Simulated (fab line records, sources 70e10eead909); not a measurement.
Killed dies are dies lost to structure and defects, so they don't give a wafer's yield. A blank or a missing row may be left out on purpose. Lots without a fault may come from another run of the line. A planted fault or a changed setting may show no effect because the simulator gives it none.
fab line records | flow nand_harc
record lots=6 wafers=18 last_day=33
route steps=1302 shown A_WL_FILL@982 A_CONTACT@983
lots that met no fault: from a run of the same line without faults
start_h: hours from the record's first day to the start of the lot's first wafer shown | wait_h: hours since the lot's step before | " the same as in the row above | L1.1+2: a row that stands for several wafers | - no value, or no start given | * or withheld: withheld | < > ~ a bound
route shown NAME@n: a module of which the file shows steps, and the number in the route of the first | usual: mean/standard deviation of fault-free wafers | same: alike in all rows | chamber/n: place in a boat | sites: the reading at each site | _std_site: their standard deviation | _edge_site: outer sites' mean less inner sites' | radius_mm: how far each site lies from the wafer's centre | mask NAME#n: copy n | behind: the tool/chamber that last shaped the wafer | hold: why the lot was held/for how many hours/how that ended | device: the transistor (n, p or np) that didn't switch | end of line: the same wafers' tests at the end of the route | a step without rows: its recipe alone | killed: dies lost to structure and defects at the first sort, not the wafer's yield | map: a wafer's dies, x killed, . not, _ none there
set.NAME: the setting as run; set.NAME@STEP: as run at that earlier step | model.NAME: the simulator's own value behind a step, which no gauge read
lots at some steps of the route; a table a step, a row a wafer
services: from which hour (start_h, from the record's first day; less than 0 if before it) a tool's chamber was out of use, for how many hours, and why
## steps
# step NHARC_A_WL_FILL_INSPECT_15
# usual raw_defect_count=506/130
# columns lot.wafer tool chamber start_h wait_h raw_defect_count
L999.3 defect_inspect-02 - 481.78 0.0 460
L999.4 " - " " 404
L999.5 " - " " 612
L998.3 defect_inspect-02 - 481.95 0.0 560
L998.4 " - " " 537
L998.6 " - " " 530
L119.3 defect_inspect-01 - 686.24 0.0 605
L119.5 " - " " 415
L119.6 " - " " 540
L118.1 defect_inspect-02 - 686.28 0.0 545
L118.2 " - " " 508
L118.5 " - " " 634
L121.1 defect_inspect-02 - 692.67 0.0 500
L121.5 " - " " 379
L121.6 " - " " 764
L120.1 defect_inspect-02 - 703.95 0.0 418
L120.4 " - " " 310
L120.5 " - " " 626
# step NHARC_A_CONTACT_DEP_24
# recipe target_thk_a=5000 temp_c=400 pressure_torr=6.5 rf_w=900 teos_flow_sccm=161.4 flow_sccm=2650 target_thk_nm=500 gas=O2 material=SiO2
# usual heater_power_w=555/99 susceptor_temp_C=399.99/0.22 throttle_valve_pct=15.9/0.65
# columns lot.wafer tool chamber start_h wait_h heater_power_w susceptor_temp_C throttle_valve_pct
L999.3 pecvd-02 0 482.03 0.3 693 400.16 16.8
L999.4 " 2 " " 420 400.14 15.3
L999.5 " 2 " " 422 400.02 15.2
L998.3 pecvd-01 0 482.14 0.2 530 399.83 15.5
L998.4 " 1 " " 712 400.21 15.8
L998.6 " 2 " " 465 400.18 16.4
L119.3 pecvd-01 0 686.37 0.1 430 400.08 15.2
L119.6 " 0 " " 460 400.03 15.5
L119.5 " 1 " " 689 400.07 15.7
L118.1 pecvd-02 1 686.41 0.1 571 399.99 15.6
L118.2 " 2 " " 453 399.82 15.3
L118.5 " 0 " " 714 399.87 17.2
L121.1 pecvd-02 2 692.86 0.2 426 399.96 15.6
L121.5 " 1 " " 535 399.76 15.3
L121.6 " 2 " " 446 399.47 15.6
L120.1 pecvd-03 1 704.02 0.1 623 399.49 16.2
L120.5 " 2 " " 570 399.86 16.2
L120.4 " 0 " " 490 400.03 16.1
# step NHARC_A_CONTACT_DEP_28
# recipe target_thk_a=70000 temp_c=400 material=aC
# usual susceptor_temp_C=399.97/0.22 throttle_valve_pct=35.002/0.0088
# columns lot.wafer tool chamber start_h wait_h susceptor_temp_C throttle_valve_pct
L998.3 acl_dep-01 0 484.43 1.9 399.53 35.006
L998.4 " 0 " " 400.28 35.018
L998.6 " 0 486.58 4.0 400.06 35.001
L999.3 acl_dep-02 0 484.76 2.2 400.23 35.013
L999.4 " 0 " " 399.66 34.983
L999.5 " 0 " " 399.85 35.008
L118.1 acl_dep-03 0 686.95 0.1 400.01 35.001
L118.2 " 0 " " 400.05 35.000
L118.5 " 0 689.78 2.9 400.05 34.995
L119.3 acl_dep-01 0 688.32 1.5 399.65 35.025
L119.5 " 0 689.74 2.9 399.57 34.991
L119.6 " 0 " " 399.75 34.988
L121.1 acl_dep-03 0 693.35 0.1 - 34.993
L121.5 " 0 696.16 2.9 - 35.002
L121.6 " 0 " " - 34.984
L120.1 acl_dep-02 0 704.63 0.1 400.05 35.017
L120.4 " 0 706.74 2.2 400.08 35.002
L120.5 " 0 " " 400.02 35.005
# step NHARC_A_CONTACT_DEP_29
# recipe target_thk_a=1000 target_thk_nm=100 temp_c=400 pressure_torr=3.5 flow_sccm=200 rf_w=350 material=SiON
# usual heater_power_w=760/110 susceptor_temp_C=400.02/0.19
# columns lot.wafer tool chamber start_h wait_h heater_power_w susceptor_temp_C
L998.3 pecvd-01 2 487.32 2.2 784 399.77
L998.6 " 2 " " 805 400.18
L998.4 " 0 " " 611 399.62
L999.3 pecvd-01 0 487.62 2.2 723 399.92
L999.4 " 0 " " 733 400.16
L999.5 " 1 " " 935 399.89
L119.3 pecvd-01 2 691.21 2.2 730 400.02
L119.5 " 2 " " 748 400.01
L119.6 " 0 " " 741 400.10
L118.2 pecvd-03 2 691.24 2.9 808 399.98
L118.1 " 1 " " 902 400.18
L118.5 " 1 " " 866 400.01
L121.1 pecvd-01 1 697.83 3.8 891 399.98
L121.6 " 1 " " 913 400.26
L121.5 " 2 " " 649 400.01
L120.1 pecvd-03 0 708.88 3.5 699 399.78
L120.5 " 1 " " 754 399.81
L120.4 " 2 " " 805 399.88
# step NHARC_A_CONTACT_DEHYDRATE_32
# recipe temp_c=150 time_s=120
# step NHARC_A_CONTACT_HMDS_33
# recipe time_s=30
# step NHARC_A_CONTACT_COAT_34
# recipe temp_c=260 time_s=75
# step NHARC_A_CONTACT_COAT_35
# recipe temp_c=225 time_s=65
# step NHARC_A_CONTACT_COAT_36
# recipe spin_rpm=1500 resist_thk_nm=90
# step NHARC_A_CONTACT_SOFTBAKE_37
# recipe temp_c=105 time_s=55
# step NHARC_A_CONTACT_EBR_38
# step NHARC_A_CONTACT_EXPOSE_39
# recipe na=1.35 sigma_outer=0.8 dose_mj=58.79 mask_id=A_CC_3
# usual exposure_dose_mJ_cm2=59.0/0.43 focus_offset_nm=-0.1/0.5
# columns lot.wafer tool chamber start_h wait_h mask exposure_dose_mJ_cm2 focus_offset_nm
L998.3 arfi_scanner-03 0 487.79 - A_CC_3#0 58.7 0.4
L998.4 " 0 " " A_CC_3#0 58.8 0.0
L998.6 " 0 " " A_CC_3#0 58.7 -0.2
L999.3 arfi_scanner-01 0 488.21 - A_CC_3#0 58.8 -0.6
L999.4 " 0 " " A_CC_3#0 58.8 -0.2
L999.5 " 0 " " A_CC_3#0 58.8 -0.3
L119.3 arfi_scanner-03 - 691.80 - A_CC_3#0 - -
L119.5 " - " " A_CC_3#0 - -
L119.6 " - " " A_CC_3#0 - -
L118.1 arfi_scanner-02 - 691.95 - A_CC_3#0 - -
L118.2 " - " " A_CC_3#0 - -
L118.5 " - " " A_CC_3#0 - -
L121.1 arfi_scanner-03 0 698.44 - A_CC_3#0 58.8 -0.4
L121.5 " 0 " " A_CC_3#0 58.7 -0.8
L121.6 " 0 " " A_CC_3#0 58.7 -0.4
L120.1 arfi_scanner-01 0 709.46 - A_CC_3#0 59.7 0.2
L120.4 " 0 " " A_CC_3#0 59.8 -0.4
L120.5 " 0 " " A_CC_3#0 59.9 0.0
# step NHARC_A_CONTACT_PEB_40
# recipe peb_temp_c=100 peb_time_s=65
## services
# columns tool chamber start_h hours kind
arfi_scanner-03 - 467.81 0.4 repair
arfi_scanner-01 - 474.99 1.1 repair
arfi_scanner-01 - 477.25 0.7 repair
pecvd-02 1 479.26 3.9 repair
acl_dep-03 - 483.91 13.0 pm
arfi_scanner-02 - 484.00 4.0 pm
pecvd-01 - 492.02 13.0 pm
arfi_scanner-01 - 495.85 2.1 repair
pecvd-03 1 503.81 2.6 repair
arfi_scanner-03 - 540.00 4.0 pm
arfi_scanner-02 - 540.42 0.5 repair
pecvd-03 - 547.52 13.0 pm
acl_dep-01 - 553.73 13.0 pm
arfi_scanner-02 - 561.29 2.6 repair
pecvd-02 - 589.28 13.0 pm
pecvd-03 0 591.38 9.6 repair
arfi_scanner-01 - 596.03 4.0 pm
acl_dep-02 - 613.22 13.0 pm
pecvd-03 1 641.89 21.5 repair
arfi_scanner-02 - 650.13 2.0 repair
arfi_scanner-02 - 656.00 4.0 pm
acl_dep-03 - 667.54 13.0 pm
pecvd-01 - 673.02 13.0 pm
arfi_scanner-03 - 707.73 54.5 repair
## key
first_sign step=NHARC_A_CONTACT_EXPOSE_39 reading=tool_record direction=missing
effect none on later readings
met_at NHARC_A_CONTACT_EXPOSE_39
struck_wafers L118.1,L118.2,L118.5,L119.3,L119.5,L119.6
later_rows_left_out L118.1,L118.2,L118.5,L119.3,L119.5,L119.6
sort_left_out L118.1,L118.2,L118.5,L119.3,L119.5,L119.6
tester_left_out L118,L119
onset_between 487.79 691.80
fault kind=skipped_step_whole tool=arfi_scanner-02,arfi_scanner-03 chamber=- onset_h=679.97 steps=NHARC_A_CONTACT_EXPOSE_39 scope=struck_lots_only
# tester_left_out: of these lots the tester's yield and bins aren't shown, on N5 and GAA mostly nor the transistor test; their killed dies are dies lost to structure and defects alone, not to doping, threshold or leakage, so they don't give the yield
# sort_left_out: the simulated sort isn't trusted on such a fault, so these wafers' sort isn't shown, and their yield isn't known
# later_rows_left_out: the simulator's readings of these wafers behind a module that went badly wrong aren't trusted and aren't shown, but for the sort
